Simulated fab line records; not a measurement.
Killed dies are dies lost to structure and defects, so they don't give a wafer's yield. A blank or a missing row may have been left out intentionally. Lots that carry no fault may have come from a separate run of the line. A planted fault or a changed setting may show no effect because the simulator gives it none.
Matching of chambers || flow nand_harc || 4 sister chambers for NHARC_P_GATE_DESCUM_48 on rie_diel-04
The step chemistry O2, time 3 s. 8 wafers are shown with their chamber, then 10 later ones without.

## EACH WAFER AND ITS CHAMBER
{"wafer": "L080.2", "chamber": 1, "rf_vpp_V (V)": 57.8, "o2_flow_sccm (sccm)": 200.7}
{"wafer": "L087.2", "chamber": 0, "rf_vpp_V (V)": 57.2, "o2_flow_sccm (sccm)": 199.1}
{"wafer": "L087.6", "chamber": 2, "rf_vpp_V (V)": 59.0, "o2_flow_sccm (sccm)": 199.2}
{"wafer": "L088.3", "chamber": 3, "rf_vpp_V (V)": 56.8, "o2_flow_sccm (sccm)": 200.6}
{"wafer": "L088.5", "chamber": 0, "rf_vpp_V (V)": 57.2, "o2_flow_sccm (sccm)": 199.5}
{"wafer": "L088.6", "chamber": 1, "rf_vpp_V (V)": 58.6, "o2_flow_sccm (sccm)": 200.2}
{"wafer": "L090.1", "chamber": 3, "rf_vpp_V (V)": 59.4, "o2_flow_sccm (sccm)": 200.8}
{"wafer": "L090.2", "chamber": 2, "rf_vpp_V (V)": 56.2, "o2_flow_sccm (sccm)": 200.3}

## WAFERS WHOSE CHAMBER IS MISSING
{"wafer": "L090.3", "rf_vpp_V (V)": 57.9, "o2_flow_sccm (sccm)": 199.9}
{"wafer": "L092.1", "rf_vpp_V (V)": 57.3, "o2_flow_sccm (sccm)": 200.3}
{"wafer": "L092.3", "rf_vpp_V (V)": 59.1, "o2_flow_sccm (sccm)": 200.2}
{"wafer": "L092.5", "rf_vpp_V (V)": 58.4, "o2_flow_sccm (sccm)": 200.6}
{"wafer": "L094.1", "rf_vpp_V (V)": 57.3, "o2_flow_sccm (sccm)": 200.3}
{"wafer": "L094.4", "rf_vpp_V (V)": 57.3, "o2_flow_sccm (sccm)": 201.1}
{"wafer": "L094.5", "rf_vpp_V (V)": 58.1, "o2_flow_sccm (sccm)": 199.6}
{"wafer": "L097.1", "rf_vpp_V (V)": 56.9, "o2_flow_sccm (sccm)": 200.2}
{"wafer": "L097.3", "rf_vpp_V (V)": 55.9, "o2_flow_sccm (sccm)": 200.4}
{"wafer": "L097.4", "rf_vpp_V (V)": 57.4, "o2_flow_sccm (sccm)": 200.1}

## CHAMBER TAKEN BY EACH
{"wafer": "L090.3", "from the rows above": "can't be placed: 2 or 1 or 0 or 3", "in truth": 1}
{"wafer": "L092.1", "from the rows above": "can't be placed: 1 or 3 or 2 or 0", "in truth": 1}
{"wafer": "L092.3", "from the rows above": "can't be placed: 1 or 3 or 2 or 0", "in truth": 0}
{"wafer": "L092.5", "from the rows above": "can't be placed: 3 or 1 or 2", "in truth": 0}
{"wafer": "L094.1", "from the rows above": "can't be placed: 1 or 3 or 2 or 0", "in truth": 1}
{"wafer": "L094.4", "from the rows above": "can't be placed: 3 or 1 or 2", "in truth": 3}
{"wafer": "L094.5", "from the rows above": "can't be placed: 2 or 0 or 1 or 3", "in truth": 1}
{"wafer": "L097.1", "from the rows above": "can't be placed: 1 or 2 or 3 or 0", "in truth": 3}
{"wafer": "L097.3", "from the rows above": "can't be placed: 1 or 3 or 2 or 0", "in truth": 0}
{"wafer": "L097.4", "from the rows above": "can't be placed: 2 or 1 or 3 or 0", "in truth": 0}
Correct placement for 0 of the 10. Not placeable from these rows: 10 (in 9, the candidates include the true chamber). Number placed wrongly: 0.
How it was worked out, from the rows above alone: a wafer's distance from a chamber is the root of the sum, over the readings, of the square of ((its reading less the chamber's mean) divided by the reading's scatter). If the next closest chamber is less than 2 further off than the closest, the wafer can't be placed; otherwise it belongs to the closest. For every chamber, the mean is computed from those of its wafers that are shown. The scatter is the square root of a quotient: the sum, over the shown wafers, of each reading's squared deviation from its chamber's mean, divided by wafers minus chambers.
